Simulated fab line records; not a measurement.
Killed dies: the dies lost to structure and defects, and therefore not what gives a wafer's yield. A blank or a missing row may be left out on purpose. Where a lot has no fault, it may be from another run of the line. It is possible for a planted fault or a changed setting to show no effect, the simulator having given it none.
fab line records :: flow nandHarc
record:
  lots: 4
  wafers: 12
  lastDay: 35
route steps=1302 shown P_M2@331 P_BONDPAD@351 A_M1@1182 END@1302
lots untouched by any fault: they come from a run of this same line in which no faults occurred
startH: the number of hours between the record's first day and the start of the first shown wafer of the lot :: waitH: how many hours have passed since the lot's step before this one :: " the same as in the row above :: L1.1+2: a single row standing in for several wafers :: - no value, or no start given :: * or withheld: withheld :: < > ~ a bound
route shown NAME@n: a module of which the file shows steps, and the number in the route of the first :: usual: average and standard deviation across the fault-free wafers :: same: alike in all rows :: chamber/n: place in a boat :: sites: the reading at each site :: _std_site: standard deviation across them :: _edge_site: the outer-site mean with the inner-site mean subtracted :: radiusMm: how far each site lies from the wafer's centre :: mask NAME#n: copy n :: behind: tool/chamber where the wafer was last shaped :: hold: why the lot was held/for how many hours/how that ended :: device: whichever transistor did not switch (one of n, p or np) :: end of line: tests run on the same wafers once the route is complete :: step lacking rows: just its recipe :: killed: the dies lost at the first sort to structure and to defects; this is not the yield of the wafer :: map: a wafer's dies, marking killed ones x, the rest . and places with no die _
set.NAME: the setting that was run; set.NAME@STEP: the one run at that earlier step :: model.NAME: the simulator's own value behind a step, which no gauge read
lots seen at some steps along the route; tables by step, rows by wafer
services: a tool's chamber out of use, with start hour (startH, from the record's first day; less than 0 if before it), hours out, and reason
== steps ==
step: NHARC_P_M2_DESCUM_14
recipe:
  timeS: 3
  o2FlowSccm: 200
  arFlowSccm: 0
  biasPowerW: 0
  chemistry: O2
step: NHARC_P_M2_ETCH_35
recipe:
  targetDepthA: 400
  overetchA: 120
  timeS: 43.94
  ionEnergyEv: 200
  n2FlowSccm: 150
  h2FlowSccm: 150
  arFlowSccm: 0
  rfW: 400
  biasW: 150
  chemistry: N2/H2
step: NHARC_P_M2_ETCH_15
recipe:
  targetDepthA: 1825
  timeS: 91.2
  c4f8FlowSccm: withheld
  arFlowSccm: 400
  rfW: 600
  biasW: 300
  chemistry: C4F8/Ar
step: NHARC_P_M2_STRIP_18
recipe:
  powerW: 1000
  n2FlowSccm: 150
  h2FlowSccm: 150
  arFlowSccm: 0
  biasW: 0
  chemistry: N2/H2
step: NHARC_P_M2_ETCH_28
recipe:
  targetDepthA: 300
  overEtchFrac: 0.3
  timeS: 72.99
  ionEnergyEv: 150
  cf4FlowSccm: 50
  n2FlowSccm: 100
  arFlowSccm: 150
  rfW: 300
  biasW: 100
  chemistry: CF4/N2
step: NHARC_P_M2_STRIP_19
recipe:
  timeS: 600
  tempC: 30
  chemistry: postEtchResidueRemover
step: NHARC_P_M2_DEGAS_29
recipe:
  tempC: 250
  timeS: 60
step: NHARC_P_M2_PRE_CLEAN_30
recipe:
  timeS: 30
  tempC: 280
  gas: H2/He
step: NHARC_P_M2_PVD_20
recipe:
  targetThkA: 50
  biasV: 168.6
  powerW: 15000
  chamberPressurePa: 0.12
  timeS: 8.06
  substrateTempC: 50
  material: TaN
step: NHARC_P_M2_PVD_21
recipe:
  targetThkA: 300
  chamberPressurePa: 5
  powerW: 5000
  substrateTempC: 30
  timeS: 20.49
  material: Cu
step: NHARC_P_M2_ECD_22
recipe:
  targetThkA: 4000
  bathTempC: 25
  material: Cu
lot.wafer: L948.2+3+6
tool: ecdCu-01
chamber: 0,1,1
startH: 199.57
waitH: -

lot.wafer: L962.1+2+4
tool: ecdCu-01
chamber: 0,1,1
startH: 347.27
waitH: -

lot.wafer: L963.1+4+6
tool: ecdCu-01
chamber: 0,1,0
startH: 348.36
waitH: -

lot.wafer: L964.1+5+6
tool: ecdCu-02
chamber: 0,1,0
startH: 363.57
waitH: -
step: NHARC_P_M2_ANNEAL_31
recipe:
  tempC: 225
  timeS: 90
step: NHARC_P_M2_CMP_23
recipe:
  tOverpolishS: 20
  targetThkNm: 144.3
usual:
  motorCurrentA: 12.3/1.2
  timeToEndpointS: 28.8/2.1
lot.wafer: L948.3
tool: cmp-02
chamber: 1
startH: 200.30
waitH: -
motorCurrentA: 10.9
timeToEndpointS: 27.6

lot.wafer: L948.2
tool: cmp-02
chamber: 3
startH: 200.30
waitH: -
motorCurrentA: 12.1
timeToEndpointS: 29.6

lot.wafer: L948.6
tool: cmp-02
chamber: 1
startH: 200.30
waitH: -
motorCurrentA: 11.7
timeToEndpointS: 30.7

lot.wafer: L962.2
tool: cmp-04
chamber: 3
startH: 347.99
waitH: -
motorCurrentA: 12.0
timeToEndpointS: 27.4

lot.wafer: L962.1
tool: cmp-04
chamber: 0
startH: 347.99
waitH: -
motorCurrentA: 12.5
timeToEndpointS: 11.9

lot.wafer: L962.4
tool: cmp-04
chamber: 2
startH: 347.99
waitH: -
motorCurrentA: 13.2
timeToEndpointS: 29.7

lot.wafer: L963.1
tool: cmp-02
chamber: 3
startH: 349.07
waitH: -
motorCurrentA: 13.0
timeToEndpointS: 12.1

lot.wafer: L963.4
tool: cmp-02
chamber: 2
startH: 349.07
waitH: -
motorCurrentA: 12.0
timeToEndpointS: 27.7

lot.wafer: L963.6
tool: cmp-02
chamber: 0
startH: 349.07
waitH: -
motorCurrentA: 13.4
timeToEndpointS: 12.9

lot.wafer: L964.1
tool: cmp-04
chamber: 0
startH: 364.33
waitH: -
motorCurrentA: 12.2
timeToEndpointS: 29.4

lot.wafer: L964.6
tool: cmp-04
chamber: 2
startH: 364.33
waitH: -
motorCurrentA: 13.8
timeToEndpointS: 27.7

lot.wafer: L964.5
tool: cmp-04
chamber: 3
startH: 364.33
waitH: -
motorCurrentA: 12.3
timeToEndpointS: 25.2
step: NHARC_P_M2_SRD_25
step: NHARC_P_M2_PRE_CLEAN_32
recipe:
  timeS: 12
  tempC: 370
  rfPowerW: 300
  gas: NH3
step: NHARC_P_M2_DEP_33
recipe:
  targetThkA: 300
  tempC: 370
  targetThkNm: 30
  pressureTorr: 3
  flowSccm: 200
  rfW: 450
  material: SiCN
step: NHARC_P_BONDPAD_DEP_00
recipe:
  targetThkA: 2500
  tempC: 370
  targetThkNm: 250
  pressureTorr: 3
  flowSccm: 200
  rfW: 450
  material: SiCN
step: NHARC_P_BONDPAD_CMP_32
recipe:
  targetThkNm: 200
  material: SiCN
step: NHARC_P_BONDPAD_SRD_34
step: NHARC_P_BONDPAD_DEHYDRATE_01
recipe:
  tempC: 150
  timeS: 120
step: NHARC_P_BONDPAD_HMDS_02
recipe:
  timeS: 30
step: NHARC_P_BONDPAD_COAT_36
recipe:
  tempC: 200
  timeS: 65
step: NHARC_P_BONDPAD_COAT_03
recipe:
  spinRpm: 2000
  resistThkNm: 600
step: NHARC_P_BONDPAD_SOFTBAKE_04
recipe:
  tempC: 125
  timeS: 70
step: NHARC_P_BONDPAD_EBR_05
step: NHARC_P_BONDPAD_EXPOSE_06
recipe:
  na: 0.55
  doseMj: 37.06
  maskId: P_BPAD
step: NHARC_P_BONDPAD_PEB_07
recipe:
  pebTempC: 128
  pebTimeS: 80
step: NHARC_P_BONDPAD_DEVELOP_08
recipe:
  timeS: 50
  devTempC: 22
step: NHARC_P_BONDPAD_HARDBAKE_10
recipe:
  tempC: 118
  timeS: 65
step: NHARC_P_BONDPAD_DESCUM_11
recipe:
  timeS: 3
  o2FlowSccm: 200
  arFlowSccm: 0
  biasPowerW: 0
  chemistry: O2
step: NHARC_P_BONDPAD_ETCH_37
recipe:
  targetDepthA: 600
  overetchA: 180
  timeS: 65.91
  ionEnergyEv: 200
  n2FlowSccm: 150
  h2FlowSccm: 150
  arFlowSccm: 0
  rfW: 400
  biasW: 150
  chemistry: N2/H2
step: NHARC_P_BONDPAD_ETCH_12
recipe:
  targetDepthA: 2000
  timeS: 100
  chf3FlowSccm: 50
  o2FlowSccm: 10
  arFlowSccm: 200
  rfW: 500
  biasW: 200
  chemistry: CHF3/O2
step: NHARC_P_BONDPAD_STRIP_15
recipe:
  o2FlowSccm: 500
  arFlowSccm: 0
  biasW: 0
  chemistry: O2
step: NHARC_A_M1_DESCUM_14
recipe:
  timeS: 3
  o2FlowSccm: 200
  arFlowSccm: 0
  biasPowerW: 0
  chemistry: O2
usual:
  drypumpMotorCurrentA: 5.6/0.44
  oesProductAu: 1.000/0.0092
  rfVppV: 57.9/0.81
  showerheadPlenumPTorr: 1.95/0.082
  throttleValvePct: 11.310/0.0086
lot.wafer: L948.3
tool: rieDiel-11
chamber: 1
startH: 585.23
waitH: 0.1
drypumpMotorCurrentA: 4.7
oesProductAu: 0.987
rfHoursCounterH: 8.2
rfVppV: 57.1
showerheadPlenumPTorr: 1.89
throttleValvePct: 11.312
model.A_M1.cdNm: 119.2

lot.wafer: L948.2
tool: rieDiel-11
chamber: 2
startH: 585.23
waitH: 0.1
drypumpMotorCurrentA: 6.1
oesProductAu: 0.999
rfHoursCounterH: 8.2
rfVppV: 58.2
showerheadPlenumPTorr: 2.03
throttleValvePct: 11.317
model.A_M1.cdNm: 118.6

lot.wafer: L948.6
tool: rieDiel-11
chamber: 0
startH: 585.23
waitH: 0.1
drypumpMotorCurrentA: 5.5
oesProductAu: 0.983
rfHoursCounterH: -
rfVppV: 56.7
showerheadPlenumPTorr: 1.96
throttleValvePct: 11.310
model.A_M1.cdNm: 119.2

lot.wafer: L963.1
tool: rieDiel-12
chamber: 1
startH: 750.22
waitH: 0.1
drypumpMotorCurrentA: 5.5
oesProductAu: 1.000
rfHoursCounterH: 3.1
rfVppV: 57.4
showerheadPlenumPTorr: 1.92
throttleValvePct: 11.311
model.A_M1.cdNm: 115.4

lot.wafer: L963.4
tool: rieDiel-12
chamber: 2
startH: 750.22
waitH: 0.1
drypumpMotorCurrentA: 5.2
oesProductAu: 1.004
rfHoursCounterH: 3.4
rfVppV: 57.2
showerheadPlenumPTorr: 1.86
throttleValvePct: 11.313
model.A_M1.cdNm: 115.8

lot.wafer: L963.6
tool: rieDiel-12
chamber: 3
startH: 750.22
waitH: 0.1
drypumpMotorCurrentA: 5.6
oesProductAu: 1.013
rfHoursCounterH: -
rfVppV: 58.1
showerheadPlenumPTorr: 2.02
throttleValvePct: 11.305
model.A_M1.cdNm: 115.6

lot.wafer: L962.4
tool: rieDiel-12
chamber: 0
startH: 760.80
waitH: 0.1
drypumpMotorCurrentA: 5.4
oesProductAu: 0.983
rfHoursCounterH: 3.8
rfVppV: 56.8
showerheadPlenumPTorr: 1.87
throttleValvePct: 11.305
model.A_M1.cdNm: 120

lot.wafer: L962.2
tool: rieDiel-12
chamber: 1
startH: 760.80
waitH: 0.1
drypumpMotorCurrentA: 5.5
oesProductAu: 0.983
rfHoursCounterH: 3.4
rfVppV: 57.5
showerheadPlenumPTorr: 1.92
throttleValvePct: 11.311
model.A_M1.cdNm: 119.6

lot.wafer: L962.1
tool: rieDiel-12
chamber: 3
startH: 760.80
waitH: 0.1
drypumpMotorCurrentA: 5.6
oesProductAu: 1.004
rfHoursCounterH: 4.0
rfVppV: 58.0
showerheadPlenumPTorr: 2.02
throttleValvePct: 11.303
model.A_M1.cdNm: 119.4

lot.wafer: L964.1
tool: rieDiel-12
chamber: 3
startH: 764.48
waitH: 0.1
drypumpMotorCurrentA: 5.6
oesProductAu: 0.986
rfHoursCounterH: 4.1
rfVppV: 58.7
showerheadPlenumPTorr: 2.02
throttleValvePct: 11.323
model.A_M1.cdNm: 120

lot.wafer: L964.6
tool: rieDiel-12
chamber: 0
startH: 764.48
waitH: 0.1
drypumpMotorCurrentA: 5.4
oesProductAu: 0.987
rfHoursCounterH: -
rfVppV: 56.9
showerheadPlenumPTorr: 1.87
throttleValvePct: 11.296
model.A_M1.cdNm: 121.4

lot.wafer: L964.5
tool: rieDiel-12
chamber: 1
startH: 764.48
waitH: 0.1
drypumpMotorCurrentA: 5.5
oesProductAu: 0.985
rfHoursCounterH: -
rfVppV: 57.2
showerheadPlenumPTorr: 1.92
throttleValvePct: 11.325
model.A_M1.cdNm: 120.6
step: NHARC_A_M1_ETCH_28
recipe:
  targetDepthA: 300
  overEtchFrac: 0.3
  timeS: 72.99
  ionEnergyEv: 150
  cf4FlowSccm: 50
  n2FlowSccm: 100
  arFlowSccm: 150
  rfW: 300
  biasW: 100
  chemistry: CF4/N2
usual:
  drypumpMotorCurrentA: 5.6/0.39
  oesProductAu: 1.001/0.0093
  rfVppV: 314.5/1.9
  showerheadPlenumPTorr: 2.65/0.1
  throttleValvePct: 19.795/0.0085
lot.wafer: L948.3
tool: rieDiel-12
chamber: 1
startH: -
waitH: -
drypumpMotorCurrentA: 5.5
oesProductAu: 0.989
rfHoursCounterH: 3.2
rfVppV: 314.0
showerheadPlenumPTorr: 2.64
throttleValvePct: 19.796
model.A_M1.cdNm: 119

lot.wafer: L948.2
tool: rieDiel-12
chamber: 0
startH: -
waitH: -
drypumpMotorCurrentA: 5.4
oesProductAu: 0.998
rfHoursCounterH: 3.3
rfVppV: 313.7
showerheadPlenumPTorr: 2.57
throttleValvePct: 19.807
model.A_M1.cdNm: 118.2

lot.wafer: L948.6
tool: rieDiel-12
chamber: 1
startH: -
waitH: -
drypumpMotorCurrentA: 5.5
oesProductAu: 0.991
rfHoursCounterH: -
rfVppV: 314.1
showerheadPlenumPTorr: 2.64
throttleValvePct: 19.791
model.A_M1.cdNm: 118.5

lot.wafer: L963.1
tool: rieDiel-10
chamber: 3
startH: -
waitH: -
drypumpMotorCurrentA: 5.9
oesProductAu: 1.007
rfHoursCounterH: 7.1
rfVppV: 316.6
showerheadPlenumPTorr: 2.75
throttleValvePct: 19.797
model.A_M1.cdNm: 114.9

lot.wafer: L963.4
tool: rieDiel-10
chamber: 2
startH: -
waitH: -
drypumpMotorCurrentA: 5.7
oesProductAu: 1.006
rfHoursCounterH: -
rfVppV: 311.6
showerheadPlenumPTorr: 2.45
throttleValvePct: 19.795
model.A_M1.cdNm: 115.1

lot.wafer: L963.6
tool: rieDiel-10
chamber: 3
startH: -
waitH: -
drypumpMotorCurrentA: 5.9
oesProductAu: 0.994
rfHoursCounterH: -
rfVppV: 316.4
showerheadPlenumPTorr: 2.75
throttleValvePct: 19.799
model.A_M1.cdNm: 115.1

lot.wafer: L962.2
tool: rieDiel-11
chamber: 1
startH: -
waitH: -
drypumpMotorCurrentA: 4.7
oesProductAu: 0.995
rfHoursCounterH: 8.3
rfVppV: 313.6
showerheadPlenumPTorr: 2.59
throttleValvePct: 19.783
model.A_M1.cdNm: 119.3

lot.wafer: L962.1
tool: rieDiel-11
chamber: 3
startH: -
waitH: -
drypumpMotorCurrentA: 5.7
oesProductAu: 1.006
rfHoursCounterH: 8.0
rfVppV: 317.3
showerheadPlenumPTorr: 2.79
throttleValvePct: 19.795
model.A_M1.cdNm: 119.3

lot.wafer: L962.4
tool: rieDiel-11
chamber: 3
startH: -
waitH: -
drypumpMotorCurrentA: 5.7
oesProductAu: 1.013
rfHoursCounterH: -
rfVppV: 316.1
showerheadPlenumPTorr: 2.79
throttleValvePct: 19.795
model.A_M1.cdNm: 119.4

lot.wafer: L964.1
tool: rieDiel-10
chamber: 2
startH: -
waitH: -
drypumpMotorCurrentA: 5.7
oesProductAu: 1.002
rfHoursCounterH: 8.1
rfVppV: 310.2
showerheadPlenumPTorr: 2.45
throttleValvePct: 19.810
model.A_M1.cdNm: 120

lot.wafer: L964.5
tool: rieDiel-10
chamber: 1
startH: -
waitH: -
drypumpMotorCurrentA: 6.0
oesProductAu: 1.005
rfHoursCounterH: -
rfVppV: 312.3
showerheadPlenumPTorr: 2.54
throttleValvePct: 19.800
model.A_M1.cdNm: 121.3

lot.wafer: L964.6
tool: rieDiel-10
chamber: 2
startH: -
waitH: -
drypumpMotorCurrentA: 5.7
oesProductAu: 0.994
rfHoursCounterH: -
rfVppV: 312.1
showerheadPlenumPTorr: 2.45
throttleValvePct: 19.790
model.A_M1.cdNm: 120.9
step: NHARC_END_SORT_01
recipe:
  tempC: 25
usual:
  defectLimitedYield: 90/3.4
  killedAtArray: 62/22
  killedAtOther: 1.0/1.4
  killedAtPeriphery: 4.2/2.8
  killedDies: 67/23
  killedOpen: 3.1/1.7
  killedShort: 2.1/1.5
same:
  grossDies: 677
lot.wafer: L948.2
tool: prober-02
chamber: 0
startH: 621.46
waitH: 2.8
defectLimitedYield[%]: 85
killedAtArray: 92
killedAtOther: 0
killedAtPeriphery: 11
killedDies: 103
killedOpen: 5
killedShort: 1

lot.wafer: L948.3
tool: prober-02
chamber: 0
startH: 622.27
waitH: 3.1
defectLimitedYield[%]: 84
killedAtArray: 102
killedAtOther: 0
killedAtPeriphery: 6
killedDies: 108
killedOpen: 7
killedShort: 1

lot.wafer: L948.6
tool: prober-02
chamber: 0
startH: 624.68
waitH: 4.0
defectLimitedYield[%]: 89
killedAtArray: 71
killedAtOther: 0
killedAtPeriphery: 6
killedDies: 77
killedOpen: 4
killedShort: 3

lot.wafer: L964.1
tool: prober-02
chamber: 0
startH: 824.05
waitH: 2.5
defectLimitedYield[%]: 85
killedAtArray: 95
killedAtOther: 0
killedAtPeriphery: 5
killedDies: 100
killedOpen: 1
killedShort: 2

lot.wafer: L964.5
tool: prober-02
chamber: 0
startH: 827.25
waitH: 3.7
defectLimitedYield[%]: 86
killedAtArray: 89
killedAtOther: 1
killedAtPeriphery: 6
killedDies: 96
killedOpen: 6
killedShort: 2

lot.wafer: L964.6
tool: prober-02
chamber: 0
startH: 828.05
waitH: 4.0
defectLimitedYield[%]: 87
killedAtArray: 88
killedAtOther: 0
killedAtPeriphery: 2
killedDies: 90
killedOpen: 3
killedShort: 4
killed by level:class
L948.2 A_CHANNEL_HOLE_D1:chamberFilmFlake=32 A_SLIT:chamberFilmFlake=26 A_CHANNEL_HOLE_D2:chamberFilmFlake=25 P_M0:chamberFilmFlake=8 A_CONTACT:chamberFilmFlake=3 A_CHANNEL_FILL_D1:geometricParticle:open=2 P_M0:geometricParticle:open=1 A_ONON_D1:geometricParticle:open=1
L948.3 A_CHANNEL_HOLE_D2:chamberFilmFlake=31 A_SLIT:chamberFilmFlake=30 A_CHANNEL_HOLE_D1:chamberFilmFlake=29 A_ZERO_WELL:chamberFilmFlake=3 P_GATE:chamberFilmFlake=2 A_CONTACT:chamberFilmFlake=2 P_STI:geometricParticle:open=1 P_GATE:geometricParticle:open=1
L948.6 A_SLIT:chamberFilmFlake=29 A_CHANNEL_HOLE_D1:chamberFilmFlake=21 A_CHANNEL_HOLE_D2:chamberFilmFlake=15 A_CONTACT:chamberFilmFlake=2 P_STI:geometricParticle:open=1 P_M0:geometricParticle:short=1 P_M0:geometricParticle:open=1 P_M1:geometricParticle:open=1
L964.1 A_CHANNEL_HOLE_D2:chamberFilmFlake=33 A_SLIT:chamberFilmFlake=32 A_CHANNEL_HOLE_D1:chamberFilmFlake=14 A_CONTACT:chamberFilmFlake=6 P_M0:geometricParticle:short=2 P_GATE:chamberFilmFlake=2 A_CHANNEL_FILL_D2:chamberFilmFlake=2 A_STAIRCASE:chamberFilmFlake=2
L964.5 A_SLIT:chamberFilmFlake=33 A_CHANNEL_HOLE_D2:chamberFilmFlake=27 A_CHANNEL_HOLE_D1:chamberFilmFlake=17 A_CONTACT:chamberFilmFlake=5 A_STAIRCASE:chamberFilmFlake=3 P_GATE:geometricParticle:open=1 P_M0:geometricParticle:short=1 P_M0:geometricParticle:open=1
L964.6 A_SLIT:chamberFilmFlake=26 A_CHANNEL_HOLE_D2:chamberFilmFlake=25 A_CHANNEL_HOLE_D1:chamberFilmFlake=13 A_CONTACT:chamberFilmFlake=9 A_STAIRCASE:chamberFilmFlake=5 A_CHANNEL_FILL_D2:geometricParticle:short=2 A_M0:geometricParticle:open=2 A_WL_FILL:chamberFilmFlake=2
== services ==
tool: cmp-04
chamber: -
startH: 179.10
hours: 1.0
kind: repair

tool: rieDiel-11
chamber: -
startH: 183.67
hours: 2.5
kind: repair

tool: cmp-04
chamber: -
startH: 202.38
hours: 1.3
kind: repair

tool: cmp-04
chamber: -
startH: 211.07
hours: 4.0
kind: pm

tool: cmp-02
chamber: -
startH: 220.00
hours: 3.3
kind: repair

tool: rieDiel-10
chamber: 1
startH: 229.23
hours: 3.6
kind: repair

tool: rieDiel-11
chamber: 1
startH: 230.09
hours: 6.1
kind: repair

tool: cmp-02
chamber: -
startH: 232.65
hours: 4.0
kind: pm

tool: rieDiel-12
chamber: -
startH: 268.40
hours: 9.0
kind: pm

tool: rieDiel-12
chamber: 3
startH: 324.86
hours: 3.5
kind: repair

tool: ecdCu-01
chamber: -
startH: 336.10
hours: 8.0
kind: pm

tool: rieDiel-12
chamber: 1
startH: 363.92
hours: 4.3
kind: repair

tool: ecdCu-01
chamber: -
startH: 396.41
hours: 1.3
kind: repair

tool: rieDiel-12
chamber: -
startH: 400.10
hours: 0.2
kind: repair

tool: rieDiel-12
chamber: 1
startH: 432.43
hours: 11.1
kind: repair

tool: rieDiel-12
chamber: -
startH: 445.40
hours: 9.0
kind: pm

tool: rieDiel-12
chamber: 2
startH: 468.17
hours: 4.6
kind: repair

tool: ecdCu-01
chamber: -
startH: 512.10
hours: 8.0
kind: pm

tool: ecdCu-01
chamber: -
startH: 545.07
hours: 0.2
kind: repair

tool: ecdCu-01
chamber: -
startH: 605.79
hours: 2.2
kind: repair

tool: rieDiel-12
chamber: -
startH: 622.49
hours: 9.0
kind: pm

tool: rieDiel-12
chamber: 0
startH: 643.53
hours: 8.0
kind: repair

tool: ecdCu-01
chamber: -
startH: 688.10
hours: 8.0
kind: pm

tool: rieDiel-12
chamber: 3
startH: 741.25
hours: 8.2
kind: repair
== key ==
firstSign:
  step: NHARC_P_M2_CMP_23
  reading: timeToEndpointS
  direction: down
  sigmas: 7.7
  usual: *
  struck: *
effect none on later readings
modelEffect:
  step: NHARC_A_M1_DESCUM_14
  value: A_M1.cdNm
  without: 119.3
  struck: 116.8
modelEffect:
  step: NHARC_A_M1_ETCH_28
  value: A_M1.cdNm
  without: 119
  struck: 116.4
metAt NHARC_P_M2_ECD_22
struckWafers L962.1,L963.1,L963.6
loopTrim:
  step: NHARC_A_M1_EXPOSE_06
  setting: dose
  lots: L963
onsetBetween 199.57 347.27
fault:
  kind: processParameterDrift
  tool: ecdCu-01
  chamber: 0
  onsetH: 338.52
  steps: NHARC_P_M2_ECD_22
  channel: targetThkA
  offset: *
  shape: step
  endH: 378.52
  actsIn: *
  stated: *
loopTrim: a control loop set the setting to another value than it would have without faults
